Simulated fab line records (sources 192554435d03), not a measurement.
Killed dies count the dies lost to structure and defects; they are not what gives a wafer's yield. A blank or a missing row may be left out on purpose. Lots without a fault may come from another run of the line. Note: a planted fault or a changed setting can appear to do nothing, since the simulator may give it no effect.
Split-lot experiment || flow n5 finfet || route with 1938 steps; 7 lots, 21 wafers read

## SPLIT DETAILS
At N5_BEOL_M10_COAT_64 (time 60 s, resist thk 30 nm), the setting spin rpm was moved away from the recipe's 1500 rpm on 5 of the 21 wafers read, by -7.5% to +9.3%. For the rest of the wafers, this setting stayed at what the recipe calls for.

## FROM THE SPLIT TO THE READING: what the file shows between them, 4 steps
- N5_BEOL_M10_PEB_26: peb time 60 s (also split here: peb time s)
- N5_BEOL_M10_DEVELOP_27: develop time 30 s
- N5_BEOL_M10_CD_MEAS_28: target cd 70 nm
- N5_BEOL_M10_DESCUM_33: chemistry O2, time 7.9 s

## THE READING
CAR-ArF_of_BEOL_M10_COAT_22.thk nm (the simulator's own value, which no gauge read), in nm, at N5_BEOL_M10_ETCH_65 (etches SiARC in CF4, target depth 39 nm, time 65 s). The file gives no usual value for it. The 16 wafers here that ran the recipe average 55.3 nm, standard deviation 0.33 nm.

{"wafer": "L079.1", "tool, chamber at the split": "litho track-01, 0", "spin rpm as run, rpm": 1500, "against the recipe": "recipe", "CAR-ArF_of_BEOL_M10_COAT_22.thk nm, nm": 55.4, "against lot-mates on the recipe": "-"}
{"wafer": "L079.3", "tool, chamber at the split": "litho track-01, 0", "spin rpm as run, rpm": 1500, "against the recipe": "recipe", "CAR-ArF_of_BEOL_M10_COAT_22.thk nm, nm": 55.4, "against lot-mates on the recipe": "-"}
{"wafer": "L079.5", "tool, chamber at the split": "litho track-01, 0", "spin rpm as run, rpm": 1500, "against the recipe": "recipe", "CAR-ArF_of_BEOL_M10_COAT_22.thk nm, nm": 55.4, "against lot-mates on the recipe": "-"}
{"wafer": "L078.1", "tool, chamber at the split": "litho track-05, 0", "spin rpm as run, rpm": 1500, "against the recipe": "recipe", "CAR-ArF_of_BEOL_M10_COAT_22.thk nm, nm": 55.6, "against lot-mates on the recipe": "-"}
{"wafer": "L078.5", "tool, chamber at the split": "litho track-05, 0", "spin rpm as run, rpm": 1387, "against the recipe": "-7.5%", "CAR-ArF_of_BEOL_M10_COAT_22.thk nm, nm": 54.6, "against lot-mates on the recipe": -1.0}
{"wafer": "L078.6", "tool, chamber at the split": "litho track-05, 0", "spin rpm as run, rpm": 1387, "against the recipe": "-7.5%", "CAR-ArF_of_BEOL_M10_COAT_22.thk nm, nm": 54.4, "against lot-mates on the recipe": -1.2}
{"wafer": "L085.1", "tool, chamber at the split": "litho track-02, 0", "spin rpm as run, rpm": 1640, "against the recipe": "+9.3%", "CAR-ArF_of_BEOL_M10_COAT_22.thk nm, nm": 56.6, "against lot-mates on the recipe": "+1.4"}
{"wafer": "L085.5", "tool, chamber at the split": "litho track-02, 0", "spin rpm as run, rpm": 1500, "against the recipe": "recipe", "CAR-ArF_of_BEOL_M10_COAT_22.thk nm, nm": 55.2, "against lot-mates on the recipe": "-"}
{"wafer": "L085.6", "tool, chamber at the split": "litho track-02, 0", "spin rpm as run, rpm": 1640, "against the recipe": "+9.3%", "CAR-ArF_of_BEOL_M10_COAT_22.thk nm, nm": 56.6, "against lot-mates on the recipe": "+1.4"}
{"wafer": "L087.1", "tool, chamber at the split": "litho track-01, 0", "spin rpm as run, rpm": 1500, "against the recipe": "recipe", "CAR-ArF_of_BEOL_M10_COAT_22.thk nm, nm": 55.4, "against lot-mates on the recipe": "-"}
{"wafer": "L087.5", "tool, chamber at the split": "litho track-01, 0", "spin rpm as run, rpm": 1500, "against the recipe": "recipe", "CAR-ArF_of_BEOL_M10_COAT_22.thk nm, nm": 55.6, "against lot-mates on the recipe": "-"}
{"wafer": "L087.6", "tool, chamber at the split": "litho track-01, 0", "spin rpm as run, rpm": 1500, "against the recipe": "recipe", "CAR-ArF_of_BEOL_M10_COAT_22.thk nm, nm": 55.6, "against lot-mates on the recipe": "-"}
{"wafer": "L090.2", "tool, chamber at the split": "litho track-02, 0", "spin rpm as run, rpm": 1500, "against the recipe": "recipe", "CAR-ArF_of_BEOL_M10_COAT_22.thk nm, nm": 55.2, "against lot-mates on the recipe": "-"}
{"wafer": "L090.4", "tool, chamber at the split": "litho track-02, 0", "spin rpm as run, rpm": 1500, "against the recipe": "recipe", "CAR-ArF_of_BEOL_M10_COAT_22.thk nm, nm": 55.4, "against lot-mates on the recipe": "-"}
{"wafer": "L090.5", "tool, chamber at the split": "litho track-02, 0", "spin rpm as run, rpm": 1500, "against the recipe": "recipe", "CAR-ArF_of_BEOL_M10_COAT_22.thk nm, nm": 55, "against lot-mates on the recipe": "-"}
{"wafer": "L092.2", "tool, chamber at the split": "litho track-05, 0", "spin rpm as run, rpm": 1500, "against the recipe": "recipe", "CAR-ArF_of_BEOL_M10_COAT_22.thk nm, nm": 54.8, "against lot-mates on the recipe": "-"}
{"wafer": "L092.5", "tool, chamber at the split": "litho track-05, 0", "spin rpm as run, rpm": 1500, "against the recipe": "recipe", "CAR-ArF_of_BEOL_M10_COAT_22.thk nm, nm": 54.8, "against lot-mates on the recipe": "-"}
{"wafer": "L092.6", "tool, chamber at the split": "litho track-05, 0", "spin rpm as run, rpm": 1500, "against the recipe": "recipe", "CAR-ArF_of_BEOL_M10_COAT_22.thk nm, nm": 54.8, "against lot-mates on the recipe": "-"}
{"wafer": "L096.1", "tool, chamber at the split": "litho track-01, 0", "spin rpm as run, rpm": 1500, "against the recipe": "recipe", "CAR-ArF_of_BEOL_M10_COAT_22.thk nm, nm": 56, "against lot-mates on the recipe": "-"}
{"wafer": "L096.3", "tool, chamber at the split": "litho track-01, 0", "spin rpm as run, rpm": 1595, "against the recipe": "+6.3%", "CAR-ArF_of_BEOL_M10_COAT_22.thk nm, nm": 56.6, "against lot-mates on the recipe": "+0.8"}
{"wafer": "L096.4", "tool, chamber at the split": "litho track-01, 0", "spin rpm as run, rpm": 1500, "against the recipe": "recipe", "CAR-ArF_of_BEOL_M10_COAT_22.thk nm, nm": 55.6, "against lot-mates on the recipe": "-"}

FIT RESULTS
A straight line over all 21 wafers: CAR-ArF_of_BEOL_M10_COAT_22.thk nm changes by +0.134 nm for each +1% of spin rpm; r = +0.86; the points scatter about the line by 0.32 nm.
The same after taking each lot's own level away (the mean of its wafers on the recipe; 21 wafers): +0.146 nm for each +1%; r = +0.98; scatter 0.11 nm.
The reading moves by 1.4 nm for the largest change in spin rpm, on that fit.
Across the lots, their own levels run from 54.80 to 55.80 nm, a range of 3.0 times the standard deviation given above.
So the lot-to-lot level changes the slope little: the two slopes agree.
Check: with one of the wafers moved furthest among these (+9.3%) left out of the fit, the line predicts +1.34 nm for it against its lot-mates. Against them it came out at +1.4 nm.

## FURTHER SPLITS ON THESE WAFERS
Before the reading, these wafers also passed through other splits. Each is held against what the fit with the lots' levels taken away leaves over:
{"other split on the same wafers": "N5_BEOL_M7_TRENCH_ETCH_37 source w", "wafers away from the commonest value": 7, "r with CAR-ArF_of_BEOL_M10_COAT_22.thk nm (lot level and that fit taken away)": -0.01}
{"other split on the same wafers": "N5_BEOL_M8_DESCUM_16 time s", "wafers away from the commonest value": 6, "r with CAR-ArF_of_BEOL_M10_COAT_22.thk nm (lot level and that fit taken away)": -0.02}
{"other split on the same wafers": "N5_BEOL_M9_COAT_05 spin rpm", "wafers away from the commonest value": 2, "r with CAR-ArF_of_BEOL_M10_COAT_22.thk nm (lot level and that fit taken away)": "+0.04"}
{"other split on the same wafers": "N5_BEOL_M9_DESCUM_16 time s", "wafers away from the commonest value": 6, "r with CAR-ArF_of_BEOL_M10_COAT_22.thk nm (lot level and that fit taken away)": "+0.18"}
{"other split on the same wafers": "N5_BEOL_M10_PEB_26 peb time s", "wafers away from the commonest value": 8, "r with CAR-ArF_of_BEOL_M10_COAT_22.thk nm (lot level and that fit taken away)": "+0.17"}

## THE WHOLE CHAIN: every reading that the file lists as answering this split, in the file's order
{"step": "N5_BEOL_M10_COAT_64", "what it does": "time 60 s, resist thk 30 nm", "reading": "SiARC_of_BEOL_M10_COAT_64.thk nm (the simulator's own value, which no gauge read)", "change (the file's fit)": "-0.143 nm for each +1% of the setting", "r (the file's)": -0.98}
{"step": "N5_BEOL_M10_ETCH_65", "what it does": "etches SiARC in CF4, target depth 39 nm, time 65 s", "reading": "etch.depth nm (the simulator's own value, which no gauge read)", "change (the file's fit)": "-0.15 nm for each +1% of the setting", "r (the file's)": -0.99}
{"step": "N5_BEOL_M10_ETCH_65", "what it does": "etches SiARC in CF4, target depth 39 nm, time 65 s", "reading": "CAR-ArF_of_BEOL_M10_COAT_22.thk nm (the simulator's own value, which no gauge read)", "change (the file's fit)": "+0.144 nm for each +1% of the setting", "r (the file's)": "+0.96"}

## THE FILE'S OWN FIT
CAR-ArF_of_BEOL_M10_COAT_22.thk nm changes by +0.144 nm for each +1% of spin rpm, r = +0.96.
